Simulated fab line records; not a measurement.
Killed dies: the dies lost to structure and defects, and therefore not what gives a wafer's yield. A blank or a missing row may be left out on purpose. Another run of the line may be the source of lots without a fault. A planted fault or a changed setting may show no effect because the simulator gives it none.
Matching of chambers	flow n5 finfet	N5_BEOL_M7_PECVD_70 on pecvd-03 has 3 sister chambers
The step deposits SiO2 from TEOS/O2, target thk 20 nm, time 22.7 s. 20 wafers are shown with their chamber, then 10 later ones without.

WAFERS, EACH WITH ITS CHAMBER
wafer	chamber	showerhead plenum p Torr (Torr)	throttle valve pct (%)	heater power w (W)
L076.1	1	8.72	21.4	700
L076.2	2	8.80	21.7	771
L076.3	0	8.88	23.0	675
L079.2	1	8.74	21.1	784
L079.3	0	8.87	23.3	787
L079.5	1	8.72	21.5	791
L081.1	1	8.74	21.2	759
L081.3	0	8.87	23.1	771
L081.6	2	8.80	21.5	693
L083.3	1	8.71	21.4	687
L083.4	2	8.77	21.5	821
L083.6	1	8.74	21.4	704
L088.1	1	8.72	21.3	754
L088.2	0	8.86	23.2	762
L088.4	1	8.73	21.3	753
L092.1	1	8.73	21.6	725
L092.2	0	8.90	23.7	686
L092.4	0	8.86	23.6	706
L094.4	2	8.77	22.0	796
L094.5	1	8.74	21.2	742

SIGNATURES (averages over the wafers above)
reading	chamber 0	chamber 1	chamber 2	scatter within a chamber
showerhead plenum p Torr	8.8733	8.7290	8.7850	0.0136
throttle valve pct	23.317	21.340	21.675	0.211
heater power w	731.17	739.90	770.25	43.3
Rule: distance of a wafer from a chamber = root of the sum over the readings of ((wafer's reading minus chamber's mean) / reading's scatter) squared. If the next closest chamber is less than 2 further off than the closest, the wafer can't be placed; otherwise it belongs to the closest. The scatter: the root of (the sum of the squares of (reading less its chamber's mean) over the shown wafers, divided by (wafers less chambers)).

WAFERS MISSING THEIR CHAMBER
wafer	showerhead plenum p Torr (Torr)	throttle valve pct (%)	heater power w (W)
L094.6	8.87	23.4	763
L093.1	8.88	23.1	654
L093.4	8.87	23.1	674
L093.5	8.72	21.4	787
L095.1	8.86	23.4	819
L095.3	8.79	21.7	868
L095.6	8.75	21.5	664
L097.1	8.75	21.3	680
L097.2	8.88	23.2	813
L097.6	8.78	22.0	817

CHAMBER TAKEN BY EACH
wafer	from the rows above	in truth
L094.6	0	0
L093.1	0	0
L093.4	0	0
L093.5	1	1
L095.1	0	0
L095.3	2	2
L095.6	can't be placed: 1 or 2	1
L097.1	can't be placed: 1 or 2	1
L097.2	0	0
L097.6	2	2
Placed correctly: 8 of 10. Unplaceable from these rows: 2, with the true chamber sitting among the candidates in 2. Placed wrongly: 0.
